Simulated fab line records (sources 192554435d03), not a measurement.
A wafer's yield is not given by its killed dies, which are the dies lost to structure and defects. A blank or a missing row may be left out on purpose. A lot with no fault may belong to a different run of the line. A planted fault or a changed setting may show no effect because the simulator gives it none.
Problem report, 8D (eight disciplines) form, completed by code :: flow n5-finfet :: the parts of the form that need people (team, actions taken, sign-off) are left out

## 1. WHAT WENT WRONG
N5_BEOL_M14_CD_MEAS_28, cd-nm: mean 304.6 nm on 3 wafers (1 lot); fault-free wafers 284.2 nm, standard deviation 2.3. That is +8.9 standard deviations from the usual mean.
The step: target cd 284.4 nm.
Earliest sighting: wafer L428.2 on cd-sem-01 at day 13 05:25. At this step, 32 wafers from 11 lots have a number in the record. By rule, "out" or "out of limits" means more than 4 standard deviations away from the usual mean. The rest of the wafers with a number are treated as sound.

## 2. WHAT IT IS, WHAT IT ISN'T
question: which readings at this step
is: cd-nm
is not: -

question: which lots
is: L428
is not: L421, L422, L423, L426, L434, L436, L439, L441, L442, L443

question: which wafers of those lots
is: all that have a number
is not: -

question: read on which gauges
is: cd-sem-01
is not: cd-sem-02, cd-sem-03

question: when
is: from day 13 05:25
is not: up to then (12 sound wafers); but 17 sound wafers of L434, L436, L439, L441, L442, L443 came after

## 3. THE SUSPECTS, EACH WITH WHAT RULES IT OUT
Counting: any tool at a process step up to the reading is kept as a suspect provided that every lot that is out went through it and no sound lot did after the first of them.
- ruled out: the gauge at N5_BEOL_M14_CD_MEAS_28. All the wafers that are out were read on cd-sem-01, but those of them that N5_BEOL_M14_EXPOSE_25 has rows for are out there too, on other tools.
- rie-diel-02 at N5_BEOL_M14_VIA_ETCH_16 (etches SiO2 in C4F8/O2/Ar, target depth 1231.3 nm): ruled out as a lasting fault. After its first lot that is out, L428 (day 13 04:44), sound lots L436 ran on it.
- krf-scanner-01 at N5_BEOL_M14_EXPOSE_25 (exposes mask M14, target cd 280 nm): ruled out as a lasting fault. After its first lot that is out, L428 (day 13 05:14), sound lots L442 ran on it.
Left after counting: nothing in the record.

## 4. THE CAUSE (what the simulator had put in)
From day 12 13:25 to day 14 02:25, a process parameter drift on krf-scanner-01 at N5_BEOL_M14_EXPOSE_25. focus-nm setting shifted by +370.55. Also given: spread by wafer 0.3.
Counting ruled it out, wrongly: the rule takes a fault to strike every lot that its tool runs from its start on, and this one did not.

## 5. SEQUENCE OF EFFECTS, ordered by route
Each row: a reading whose mean over the struck wafers that have a number lies more than 3 standard deviations from the usual. Only readings for which the record gives a usual standard deviation are gone through. hours: the time from each lot's start at the first step in this table that gives one to its start at this step, as a median over the lots. sigmas: the change in usual standard deviations.
hours: 0
step: N5_BEOL_M14_EXPOSE_25
reading: exposure-dose-mJ-cm2
usual: 26.579
on struck wafers: 25.931
change: -0.648
sigmas: -24

hours: 0
step: N5_BEOL_M14_CD_MEAS_28
reading: cd-nm
usual: 284.2 nm
on struck wafers: 304.6
change: +20.4
sigmas: +8.9
The process steps in it:
- N5_BEOL_M14_EXPOSE_25: exposes mask M14, target cd 280 nm.
Later measuring or inspecting steps at which every struck wafer that the step has a row for has a number for every such reading, and none has moved that far: N5_BEOL_M14_OVL_MEAS_29.

## 6. HOW IT WOULD HAVE BEEN CAUGHT EARLIER
In this record the first reading out of limits at a measuring or inspecting step was taken at day 13 05:25, 16 hours after the fault began at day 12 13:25.
The tool's own readings at N5_BEOL_M14_EXPOSE_25 were out on every struck wafer that the step has a row for (exposure-dose-mJ-cm2): an alarm limit on them would have fired on the first of those.
